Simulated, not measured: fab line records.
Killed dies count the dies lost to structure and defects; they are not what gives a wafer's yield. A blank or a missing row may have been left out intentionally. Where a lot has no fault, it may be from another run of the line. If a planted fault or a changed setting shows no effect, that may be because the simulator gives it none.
Commonality check across tools :: flow nand harc :: 12 wafers sampled across 4 lots

== THE REASON FOR OPENING IT ==
At NHARC_END_SORT_01 the reading killed at array is flagged on 3 of 4 lots. No-fault wafers: 63, standard deviation 18.
Rule: a lot gets a flag if all its wafers with a number sit over 4 standard deviations from that mean, or if no wafer of it has a number. As for the other lots, they are considered sound.

lot: L430
measured: day 31 16:52
on: prober-02
killed at array, wafer by wafer: 52 66 60
flag: 

lot: L435
measured: day 32 08:30
on: prober-02
killed at array, wafer by wafer: 676 673 672
flag: FLAGGED

lot: L432
measured: day 32 17:01
on: prober-01
killed at array, wafer by wafer: 675 669 676
flag: FLAGGED

lot: L433
measured: day 33 00:08
on: prober-01
killed at array, wafer by wafer: 674 675 674
flag: FLAGGED
On average the flagged lots' numbers are 674, which is +611 against the usual, or +34 standard deviations.

== TOOL THAT RAN EACH LOT ==
4 process steps preceding the reading are held in the record, out of 1302 steps in the route. In each cell: the tool, then ch and the chambers that the sampled wafers went through, then the start.
lot: L430
flag: 
NHARC_A_STAIRCASE_TRIM_16: rie diel-04 ch 1,3, day 20 06:07 or earlier
NHARC_A_STAIRCASE_DESCUM_186: rie diel-10 ch 1,2, day 20 06:07
NHARC_A_STAIRCASE_ETCH_188: rie diel-10 ch 1,2,3, day 20 06:50
NHARC_A_STAIRCASE_ETCH_194: rie diel-10 ch 0,2, day 31 16:52 or earlier

lot: L435
flag: FLAGGED
NHARC_A_STAIRCASE_TRIM_16: rie diel-03 ch 0,1, day 22 08:26 or earlier
NHARC_A_STAIRCASE_DESCUM_186: rie diel-03 ch 0,1,2, day 22 08:26
NHARC_A_STAIRCASE_ETCH_188: rie diel-03 ch 0,2,3, day 22 08:44
NHARC_A_STAIRCASE_ETCH_194: rie diel-03 ch 2,3, day 32 08:30 or earlier

lot: L432
flag: FLAGGED
NHARC_A_STAIRCASE_TRIM_16: rie diel-10 ch 0,1,2, day 22 08:53 or earlier
NHARC_A_STAIRCASE_DESCUM_186: rie diel-10 ch 0,1, day 22 08:53
NHARC_A_STAIRCASE_ETCH_188: rie diel-10 ch 0,2,3, day 22 09:31
NHARC_A_STAIRCASE_ETCH_194: rie diel-10 ch 0,1,3, day 32 17:01 or earlier

lot: L433
flag: FLAGGED
NHARC_A_STAIRCASE_TRIM_16: rie diel-04 ch 1,3, day 22 08:17 or earlier
NHARC_A_STAIRCASE_DESCUM_186: rie diel-10 ch 1,2,3, day 22 08:17
NHARC_A_STAIRCASE_ETCH_188: rie diel-10 ch 0,3, day 22 08:35
NHARC_A_STAIRCASE_ETCH_194: rie diel-10 ch 1,2,3, day 33 00:08 or earlier
What these steps do:
- NHARC_A_STAIRCASE_TRIM_16: chemistry O2, time 211.2 s.
- NHARC_A_STAIRCASE_DESCUM_186: chemistry O2, time 3 s.
- NHARC_A_STAIRCASE_ETCH_188: etches the open film in C4F8/O2, target depth 100 nm, time 40.5 s.
- NHARC_A_STAIRCASE_ETCH_194: etches the open film in C4F8/O2, target depth 100 nm, time 40.5 s.
- NHARC_END_SORT_01

== FLAGGED AGAINST TOTAL, ONE TOOL AT A TIME (gauges that did the reading follow at the end) ==
step: NHARC_A_STAIRCASE_TRIM_16
tool: rie diel-03
lots run: 1
flagged: 1
share of the flagged lots: some
sound lots run after its first flagged lot: 0

step: NHARC_A_STAIRCASE_TRIM_16
tool: rie diel-04
lots run: 2
flagged: 1
share of the flagged lots: some
sound lots run after its first flagged lot: 0

step: NHARC_A_STAIRCASE_TRIM_16
tool: rie diel-10
lots run: 1
flagged: 1
share of the flagged lots: some
sound lots run after its first flagged lot: 0

step: NHARC_A_STAIRCASE_DESCUM_186
tool: rie diel-03
lots run: 1
flagged: 1
share of the flagged lots: some
sound lots run after its first flagged lot: 0

step: NHARC_A_STAIRCASE_DESCUM_186
tool: rie diel-10
lots run: 3
flagged: 2
share of the flagged lots: some
sound lots run after its first flagged lot: 0

step: NHARC_A_STAIRCASE_ETCH_188
tool: rie diel-03
lots run: 1
flagged: 1
share of the flagged lots: some
sound lots run after its first flagged lot: 0

step: NHARC_A_STAIRCASE_ETCH_188
tool: rie diel-10
lots run: 3
flagged: 2
share of the flagged lots: some
sound lots run after its first flagged lot: 0

step: NHARC_A_STAIRCASE_ETCH_194
tool: rie diel-03
lots run: 1
flagged: 1
share of the flagged lots: some
sound lots run after its first flagged lot: 0

step: NHARC_A_STAIRCASE_ETCH_194
tool: rie diel-10
lots run: 3
flagged: 2
share of the flagged lots: some
sound lots run after its first flagged lot: 0

step: NHARC_END_SORT_01
tool: prober-01
lots run: 2
flagged: 2
share of the flagged lots: some
sound lots run after its first flagged lot: 0

step: NHARC_END_SORT_01
tool: prober-02
lots run: 2
flagged: 1
share of the flagged lots: some
sound lots run after its first flagged lot: 0
Because NHARC_A_STAIRCASE_TRIM_16 lacks a start for some lots, the hours and order of its lots are taken from NHARC_A_STAIRCASE_DESCUM_186. Because NHARC_A_STAIRCASE_ETCH_194 lacks a start for some lots, the hours and order of its lots are taken from NHARC_END_SORT_01.

== WHAT THE TABLE ALLOWS ==
No row of the table ran every flagged lot.

== WHAT THE SIMULATOR HAD PUT IN ==
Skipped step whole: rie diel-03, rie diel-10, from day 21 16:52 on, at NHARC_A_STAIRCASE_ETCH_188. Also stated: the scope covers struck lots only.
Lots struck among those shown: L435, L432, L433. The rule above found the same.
